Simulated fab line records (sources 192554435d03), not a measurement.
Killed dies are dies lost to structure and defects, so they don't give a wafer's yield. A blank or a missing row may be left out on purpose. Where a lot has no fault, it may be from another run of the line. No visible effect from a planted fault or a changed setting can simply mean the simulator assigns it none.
Lot-split experiment | flow n5 finfet | route with 1938 steps; 7 lots, 39 wafers read

## ON THE SPLIT
At N5_DUMMY_GATE_ETCH_37 (etches SOC in N2/H2, target depth 60 nm, overetch 30 nm), the setting source w was moved away from the recipe's 840 W on 18 of the 39 wafers read, by -11.3% to +17.2%. The other wafers ran this setting at the recipe's value.

The reading is taken at the split's own step.

## THE READING
rf vpp V, in V, at N5_DUMMY_GATE_ETCH_37 (etches SOC in N2/H2, target depth 60 nm, overetch 30 nm). On this fab line, fault-free wafers typically give 524.3 V with a standard deviation of 1.8 V.

wafer  | tool, chamber at the split | source w as run, W | against the recipe | rf vpp V, V | against lot-mates on the recipe
L080.1 | rie diel-06, 1             | 921.4              | +9.7%              | 504.0       | -19.8
L080.2 | rie diel-06, 0             | 840                | recipe             | 525.2       | -
L080.3 | rie diel-06, 2             | 840                | recipe             | 525.4       | -
L080.4 | rie diel-06, 3             | 921.4              | +9.7%              | 507.6       | -16.2
L080.5 | rie diel-06, 2             | 921.4              | +9.7%              | 510.0       | -13.8
L080.6 | rie diel-06, 1             | 840                | recipe             | 520.9       | -
L081.1 | rie diel-05, 2             | 840                | recipe             | 525.7       | -
L081.5 | rie diel-05, 2             | 840                | recipe             | 525.2       | -
L081.6 | rie diel-05, 1             | 840                | recipe             | 522.9       | -
L085.1 | rie diel-03, 1             | 745.3              | -11.3%             | 544.2       | +19.0
L085.2 | rie diel-03, 3             | 745.3              | -11.3%             | 544.2       | +19.0
L085.3 | rie diel-03, 2             | 745.3              | -11.3%             | 547.9       | +22.7
L085.4 | rie diel-03, 2             | 840                | recipe             | 526.0       | -
L085.5 | rie diel-03, 1             | 840                | recipe             | 525.6       | -
L085.6 | rie diel-03, 3             | 840                | recipe             | 524.1       | -
L088.1 | rie diel-05, 1             | 840                | recipe             | 521.4       | -
L088.2 | rie diel-05, 2             | 840                | recipe             | 523.9       | -
L088.3 | rie diel-05, 0             | 980.9              | +16.8%             | 496.3       | -26.7
L088.4 | rie diel-05, 3             | 840                | recipe             | 523.8       | -
L088.5 | rie diel-05, 0             | 980.9              | +16.8%             | 497.5       | -25.5
L088.6 | rie diel-05, 1             | 980.9              | +16.8%             | 496.1       | -26.9
L092.1 | rie diel-03, 0             | 880.3              | +4.8%              | 516.0       | -8.6
L092.2 | rie diel-03, 1             | 880.3              | +4.8%              | 516.2       | -8.4
L092.3 | rie diel-03, 2             | 840                | recipe             | 527.4       | -
L092.4 | rie diel-03, 0             | 840                | recipe             | 521.8       | -
L092.5 | rie diel-03, 2             | 880.3              | +4.8%              | 519.2       | -5.4
L092.6 | rie diel-03, 1             | 840                | recipe             | 524.5       | -
L093.1 | rie diel-05, 2             | 984.6              | +17.2%             | 497.7       | -25.5
L093.2 | rie diel-05, 0             | 840                | recipe             | 523.3       | -
L093.3 | rie diel-05, 3             | 840                | recipe             | 524.5       | -
L093.4 | rie diel-05, 1             | 984.6              | +17.2%             | 494.0       | -29.2
L093.5 | rie diel-05, 1             | 840                | recipe             | 521.8       | -
L093.6 | rie diel-05, 0             | 984.6              | +17.2%             | 496.2       | -27.0
L096.1 | rie diel-03, 3             | 840                | recipe             | 524.5       | -
L096.2 | rie diel-03, 2             | 934.2              | +11.2%             | 509.0       | -15.1
L096.3 | rie diel-03, 0             | 840                | recipe             | 523.1       | -
L096.4 | rie diel-03, 1             | 934.2              | +11.2%             | 507.8       | -16.3
L096.5 | rie diel-03, 1             | 840                | recipe             | 524.8       | -
L096.6 | rie diel-03, 2             | 934.2              | +11.2%             | 507.9       | -16.2

THE FIT
A straight line over all 39 wafers: rf vpp V changes by -1.67 V for each +1% of source w; r = -0.99; the points scatter about the line by 1.9 V.
The same after taking each lot's own level away (the mean of its wafers on the recipe; 39 wafers): -1.62 V for each +1%; r = -0.99; scatter 1.8 V.
The reading moves by 28 V for the largest change in source w, on that fit.
The span of the lots' own levels, 523.03 to 525.23 V, comes to 1.2 times the standard deviation stated above.
So the lot-to-lot level changes the slope little: the two slopes agree.
Check: for one of the wafers moved furthest among these (+17.2%), held out of the fit, the line's prediction against its lot-mates is -27.7 V. Against them it came out at -25.5 V.
Tool readings at the split's step, against how far the setting was moved: rf vpp V r = -0.99.

## THE OTHER SPLITS THESE WAFERS WENT THROUGH
Note: prior to the reading, these wafers also went through further splits. Each is held against what the fit with the lots' levels taken away leaves over:
other split on the same wafers    | wafers away from the commonest value | r with rf vpp V (lot level and that fit taken away)
N5_FIN_SAQP_EXPOSE_13 dose mj     | 9                                    | -0.05
N5_FIN_CUT_CUT_ETCH_15 time s     | 12                                   | -0.09
N5_DUMMY_GATE_CVD_03 target thk a | 33                                   | -0.08

## THE FILE'S OWN FIT
rf vpp V changes by -1.6 V for each +1% of source w, r = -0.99.
